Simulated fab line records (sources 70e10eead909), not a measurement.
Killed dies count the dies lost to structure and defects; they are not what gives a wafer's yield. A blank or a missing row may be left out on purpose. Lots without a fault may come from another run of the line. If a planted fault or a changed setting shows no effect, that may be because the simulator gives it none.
2 desks, one fault | flow nand harc | every desk sees just its own numbers, and what lay behind them comes last

== TOOL OWNER'S DESK, cvd w-01 ==
The tool's own readings at NHARC_A_CONTACT_CVD_19 (deposits W, target thk 300 nm, time 802 s): means of the sampled wafers that have a number, for each lot that ran on this tool. Any lot whose mean is over 4 standard deviations away from the usual mean is out of limits and marked OUT; that distance is given in the brackets.
Columns: A = heater power w at NHARC_A_CONTACT_CVD_19, usual 496 W; B = throttle valve pct at NHARC_A_CONTACT_CVD_19, usual 7.9 %
lot  | first seen here | A   | B
L776 | day 17 06:17    | 461 | 8.4
L775 | day 17 11:59    | 479 | 8.4
L780 | day 19 03:14    | 476 | 8.4
L783 | day 19 04:07    | 476 | 8.5
L787 | day 20 09:02    | 464 | 8.5
L796 | day 22 09:08    | 469 | 8.4
This desk found nothing out of limits on any of the 6 lots.

== THE METROLOGY DESK ==
Lot by lot, what the gauges showed, no matter which tool ran the lot: averages of those sampled wafers that carry a number. Any lot whose mean is over 4 standard deviations away from the usual mean is out of limits and marked OUT; that distance is given in the brackets.
Columns: A = overlay x nm at NHARC_A_CONTACT_OVL_MEAS_09, usual 0.0 nm; B = overlay y nm at NHARC_A_CONTACT_OVL_MEAS_09, usual -0.1 nm
lot  | first seen here | A    | B
L776 | day 16 18:57    | -0.4 | -0.4
L775 | day 17 01:00    | -0.8 | -0.3
L778 | day 17 06:11    | -0.8 | 0.4
L777 | day 17 07:24    | -0.1 | -0.2
L780 | day 18 16:50    | -0.3 | -1.1
L783 | day 18 20:23    | 0.9  | 0.6
L785 | day 19 06:43    | -0.5 | 1.2
L784 | day 19 08:50    | 0.2  | 0.2
L788 | day 19 23:08    | 0.6  | 0.1
L787 | day 20 01:44    | -0.7 | 0.1
L796 | day 22 05:20    | 0.5  | -1.2
This desk found nothing out of limits on any of the 11 lots.

== TAKEN TOGETHER ==
The tool owner's desk saw nothing out of limits.
At the metrology desk, nothing out of limits was observed.

== WHAT THE SIMULATOR HAD PUT IN ==
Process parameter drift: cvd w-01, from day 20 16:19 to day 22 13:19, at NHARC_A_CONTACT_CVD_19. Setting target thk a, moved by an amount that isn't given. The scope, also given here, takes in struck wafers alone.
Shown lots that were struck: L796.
